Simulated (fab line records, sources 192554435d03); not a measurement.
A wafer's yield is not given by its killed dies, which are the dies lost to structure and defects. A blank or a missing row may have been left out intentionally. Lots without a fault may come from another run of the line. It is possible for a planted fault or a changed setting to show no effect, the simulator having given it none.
fab line records	flow n5_finfet	part 2 of 2: steps 5 to 6 of 6
record lots=21	wafers=63	last_day=18
route steps=1938 shown PMOS_HMC_CHANNEL_EPI@68 FIN_SAQP@138
lots that met no fault: taken from a fault-free run of the same line
start_h: start of the lot's first displayed wafer, in hours after the record's first day	wait_h: hours since the lot's step before	" the same as in the row above	L1.1+2: one row covering several wafers at once	- no value present, or no start provided	* or withheld: withheld	< > ~ a bound
route shown NAME@n: names a module that has steps shown in the file, with the first one's number in the route	usual: average and standard deviation across the fault-free wafers	same: alike in all rows	chamber/n: place in a boat	sites: per-site readings	_std_site: standard deviation across them	_edge_site: outer sites' mean less inner sites'	radius_mm: for every site, how far away it sits from the centre of the wafer	mask NAME#n: copy n	behind: the most recent tool/chamber to have shaped the wafer	hold: reason for holding the lot/hours on hold/outcome of the hold	device: the n, p or np transistor that did not switch	end of line: tests of these same wafers at the route's end	where a step has no rows: the recipe by itself	killed: the dies lost at the first sort to structure and to defects; this is not the yield of the wafer	map: per-die view of a wafer (x killed, . not killed, _ where there is no die)
set.NAME: the setting as run; set.NAME@STEP: as run at that earlier step	model.NAME: the simulator's own value behind a step, which no gauge read
the route's steps for a sample of lots (tables are steps, rows are wafers)
services: a tool's chamber out of use, with start hour (start_h, from the record's first day; less than 0 if before it), hours out, and reason
## steps
# step N5_FIN_SAQP_HM_OPEN_33
# recipe chemistry=CH3F/O2	target=SiNx	mask_material=SiO2	target_depth_a=494	time_s=70.6	pressure_mtorr=30	source_w=395	bias_w=73	Ar_flow_sccm=150	CH3F_flow_sccm=30	O2_flow_sccm=20	ion_energy_ev=120	ends=cleared
# usual bias_w=73.02/0.21	drypump_motor_current_A=5.8/0.38	etch_rf_on_time_s=69.8/1.6	oes_product_au=0.65/0.07	rf_fwd_power_W=390.5/1.8	rf_vpp_V=298/6.7	showerhead_plenum_p_Torr=2.01/0.073	throttle_valve_pct=16.37/0.28
lot.wafer	tool	chamber	start_h	wait_h	bias_w	drypump_motor_current_A	etch_rf_on_time_s	oes_product_au	rf_fwd_power_W	rf_hours_counter_h	rf_vpp_V	showerhead_plenum_p_Torr	throttle_valve_pct
L074.4	rie_diel-03	2	26.20	0.1	73.24	5.8	72.0	0.62	390.6	176	289	1.91	16.23
L074.5	"	3	"	"	72.75	5.5	71.0	0.59	390.7	-	288	1.97	16.72
L074.6	"	2	"	"	72.96	5.9	70.8	0.62	389.3	-	288	1.91	16.23
L075.1	rie_diel-03	1	32.19	0.0	72.75	5.7	67.6	0.57	391.0	246	300	2.04	16.68
L075.2	"	2	"	"	73.10	5.9	71.1	0.62	387.3	179	289	1.91	16.25
L075.6	"	2	"	"	72.94	5.9	72.4	0.62	387.3	-	291	1.91	16.23
L076.3	rie_diel-04	3	38.07	0.0	72.94	5.7	68.3	0.62	392.4	199	301	2.06	16.46
L076.4	"	1	"	"	72.94	6.1	68.3	0.81	390.8	10	299	2.05	16.03
L076.5	"	1	"	"	72.84	6.1	70.1	0.81	389.6	-	300	2.05	16.03
L077.2	rie_diel-03	0	44.38	0.0	73.43	5.8	71.1	0.64	389.3	158	305	2.08	15.95
L077.3	"	2	"	"	73.60	5.9	72.1	0.62	388.1	183	289	1.91	16.25
L077.6	"	1	"	"	72.95	5.8	71.7	0.57	391.0	-	302	2.04	16.68
L078.1	rie_diel-04	0	49.36	0.0	73.44	6.4	70.7	0.63	392.1	191	290	2.08	16.92
L078.3	"	2	"	"	72.74	5.5	68.8	0.64	385.8	137	306	1.92	16.23
L078.6	"	0	"	"	72.91	6.4	71.0	0.63	391.6	-	290	2.08	16.92
L081.1	rie_diel-05	3	67.97	0.1	73.05	5.7	67.8	0.63	388.2	177	302	1.98	16.25
L081.3	"	2	"	"	73.16	5.1	69.0	0.58	390.8	243	289	1.90	16.40
L081.5	"	1	"	"	72.85	5.6	69.5	0.63	391.9	-	301	1.91	16.27
L082.1	rie_diel-04	2	73.65	0.0	72.77	5.5	70.3	0.64	386.1	144	306	1.92	16.23
L082.2	"	1	"	"	72.93	6.1	69.7	0.77	390.8	24	299	2.04	16.05
L082.3	"	0	"	"	73.25	6.3	72.5	0.62	392.1	201	290	2.08	16.93
L083.2	rie_diel-05	0	82.16	0.2	73.21	6.6	70.5	0.72	393.0	69	300	2.11	16.30
L083.3	"	1	"	"	73.31	5.6	69.3	0.62	391.2	170	303	1.91	16.28
L083.5	"	2	"	"	73.07	5.1	68.9	0.56	390.4	-	288	1.90	16.40
L084.1	rie_diel-05	2	85.88	0.0	72.83	5.1	69.1	0.57	389.0	250	290	1.90	16.42
L084.3	"	0	"	"	72.81	6.6	69.6	0.72	393.1	70	301	2.11	16.29
L084.6	"	2	"	"	72.93	5.1	70.4	0.56	389.1	-	288	1.90	16.41
L086.1	rie_diel-04	2	99.09	0.0	73.23	5.4	69.2	0.64	384.7	153	307	1.91	16.26
L086.4	"	3	"	"	72.94	5.7	69.4	0.60	392.2	221	302	2.05	16.51
L086.5	"	0	"	"	73.16	6.4	71.1	0.62	386.4	-	288	2.07	16.93
L087.2	rie_diel-04	1	104.00	0.0	72.75	6.1	65.9	0.77	390.8	34	299	2.04	16.07
L087.5	"	3	"	"	73.00	5.6	68.3	0.61	393.1	-	302	2.05	16.51
L087.6	"	0	"	"	73.11	6.4	69.4	0.62	388.9	-	292	2.07	16.94
L088.3	rie_diel-03	2	111.07	0.0	72.82	5.9	71.4	0.59	389.3	213	289	1.90	16.29
L088.4	"	1	"	"	72.97	5.8	68.5	0.80	389.9	-	301	2.03	16.18
L088.6	"	0	"	"	73.34	5.8	71.0	0.61	393.0	-	305	2.07	16.02
L089.3	rie_diel-04	0	116.38	0.0	73.03	6.4	69.1	0.62	391.8	215	290	2.07	16.95
L089.4	"	3	"	"	73.16	5.7	68.4	0.60	391.9	227	302	2.05	16.50
L089.6	"	0	"	"	72.85	6.4	69.9	0.62	390.1	-	290	2.07	16.96
L090.2	rie_diel-05	3	123.47	0.1	72.78	5.7	67.3	0.62	390.8	200	302	1.98	16.31
L090.4	"	2	"	"	73.40	5.1	69.6	0.84	392.0	1	291	2.15	15.92
L090.6	"	1	"	"	73.05	5.6	69.7	0.63	390.2	-	302	1.90	16.29
L091.1	rie_diel-05	2	128.66	0.0	73.09	5.1	70.7	0.82	390.5	2	294	2.15	15.93
L091.3	"	3	"	"	73.10	5.7	67.9	0.61	390.0	201	301	1.98	16.29
L091.6	"	0	"	"	73.17	6.6	69.8	0.71	392.3	-	300	2.10	16.34
L092.2	rie_diel-04	0	134.69	0.0	73.08	6.4	69.6	0.61	391.3	222	290	2.07	16.98
L092.4	"	2	"	"	72.80	5.4	69.7	0.63	388.0	165	307	1.91	16.28
L092.6	"	0	"	"	72.98	6.4	69.1	0.62	390.0	-	290	2.07	16.95
L093.1	rie_diel-04	2	139.87	0.1	73.36	5.5	69.0	0.63	385.4	167	306	1.91	16.29
L093.2	"	3	"	"	73.19	5.7	68.8	0.60	392.9	237	300	2.05	16.53
L093.5	"	2	"	"	72.98	5.5	68.9	0.63	387.1	-	306	1.91	16.30
L094.1	rie_diel-03	0	147.63	0.0	73.07	5.8	72.0	0.60	392.4	202	305	2.07	16.06
L094.2	"	3	"	"	72.98	5.5	69.7	0.80	393.4	8	286	1.97	16.27
L094.6	"	1	"	"	72.81	5.8	69.5	0.77	391.5	-	300	2.02	16.20
L095.1	rie_diel-03	0	152.58	0.0	73.04	5.8	71.0	0.60	391.1	204	306	2.07	16.06
L095.3	"	2	"	"	72.80	5.9	69.9	0.58	390.0	227	288	1.90	16.33
L095.5	"	2	"	"	73.26	5.9	71.9	0.58	388.7	-	288	1.90	16.31
L096.1	rie_diel-04	1	158.49	0.0	72.89	6.1	66.7	0.74	391.1	53	299	2.03	16.12
L096.2	"	2	"	"	73.10	5.4	68.1	0.62	389.2	174	307	1.91	16.27
L096.3	"	3	"	"	73.23	5.7	68.0	0.59	392.2	244	301	2.05	16.53
L097.2	rie_diel-04	2	163.74	0.0	73.21	5.5	68.7	0.63	389.7	175	309	1.91	16.30
L097.4	"	3	"	"	72.79	5.7	68.6	0.59	391.1	245	301	2.04	16.54
L097.6	"	2	"	"	73.32	5.5	70.4	0.63	388.2	-	307	1.91	16.30
# step N5_FIN_SAQP_OCD_MEAS_76
# usual trench_depth_nm=119.6/1.5
lot.wafer	tool	chamber	start_h	wait_h	trench_depth_nm
L074.4	ocd-02	-	26.71	0.0	119.5
L074.5	"	-	"	"	118.8
L074.6	"	-	"	"	118.9
L075.1	ocd-02	-	32.70	0.0	118.8
L075.2	"	-	"	"	119.9
L075.6	"	-	"	"	119.4
L076.3	ocd-02	-	38.58	0.0	118.7
L076.4	"	-	"	"	118.1
L076.5	"	-	"	"	119.5
L077.2	ocd-02	-	44.88	0.0	119.3
L077.3	"	-	"	"	121.5
L077.6	"	-	"	"	121.8
L078.1	ocd-01	-	49.86	0.0	119.9
L078.3	"	-	"	"	119.4
L078.6	"	-	"	"	118.3
L081.1	ocd-01	-	68.50	0.0	120.2
L081.3	"	-	"	"	118.0
L081.5	"	-	"	"	120.6
L082.1	ocd-01	-	74.15	0.0	116.8
L082.2	"	-	"	"	121.7
L082.3	"	-	"	"	119.2
L083.2	ocd-01	-	82.67	0.0	118.2
L083.3	"	-	"	"	120.7
L083.5	"	-	"	"	116.8
L084.1	ocd-01	-	86.39	0.0	122.1
L084.3	"	-	"	"	123.0
L084.6	"	-	"	"	121.5
L086.1	ocd-02	-	99.59	0.0	120.4
L086.4	"	-	"	"	118.8
L086.5	"	-	"	"	117.8
L087.2	ocd-01	-	104.52	0.0	119.6
L087.5	"	-	"	"	119.8
L087.6	"	-	"	"	120.3
L088.3	ocd-02	-	111.57	0.0	119.8
L088.4	"	-	"	"	121.8
L088.6	"	-	"	"	121.5
L089.3	ocd-02	-	116.89	0.0	120.2
L089.4	"	-	"	"	119.7
L089.6	"	-	"	"	122.1
L090.2	ocd-01	-	123.98	0.0	120.9
L090.4	"	-	"	"	117.6
L090.6	"	-	"	"	118.5
L091.1	ocd-02	-	129.16	0.0	121.4
L091.3	"	-	"	"	121.0
L091.6	"	-	"	"	120.7
L092.2	ocd-01	-	135.19	0.0	118.8
L092.4	"	-	"	"	118.5
L092.6	"	-	"	"	119.1
L093.1	ocd-02	-	140.37	0.0	117.5
L093.2	"	-	"	"	119.2
L093.5	"	-	"	"	119.2
L094.1	ocd-01	-	148.13	0.0	120.1
L094.2	"	-	"	"	121.7
L094.6	"	-	"	"	121.6
L095.1	ocd-01	-	153.08	0.0	118.4
L095.3	"	-	"	"	120.7
L095.5	"	-	"	"	116.9
L096.1	ocd-01	-	159.00	0.0	119.6
L096.2	"	-	"	"	116.9
L096.3	"	-	"	"	120.7
L097.2	ocd-01	-	164.24	0.0	120.7
L097.4	"	-	"	"	117.2
L097.6	"	-	"	"	119.5
## services
tool	chamber	start_h	hours	kind
ald_sin-01	-	-1.62	14.0	pm
rie_diel-05	-	1.11	3.8	repair
ald_sin-04	0	8.14	3.0	repair
rie_diel-02	1	30.25	1.6	repair
rie_diel-04	2	32.91	5.1	repair
rie_diel-05	-	34.27	1.2	repair
rie_diel-02	0	35.62	16.3	repair
rie_si-01	0	37.25	6.4	repair
rie_diel-03	3	39.36	40.4	repair
rie_si-06	-	42.33	0.5	repair
ald_sin-03	1	44.20	2.4	repair
rie_si-04	2	50.96	6.5	repair
rie_diel-04	2	53.58	6.0	repair
ald_sin-04	2	55.52	1.4	repair
rie_si-04	3	71.43	2.1	repair
rie_diel-05	2	91.55	11.1	repair
rie_diel-01	1	107.72	3.6	repair
rie_diel-03	-	118.04	2.8	pm
rie_si-01	0	120.85	14.7	repair
rie_diel-04	2	122.02	1.8	repair
ald_sin-03	-	130.20	1.2	repair
ald_sin-01	0	144.35	15.5	repair
rie_si-04	0	157.49	14.8	repair
rie_diel-06	2	162.47	4.1	repair
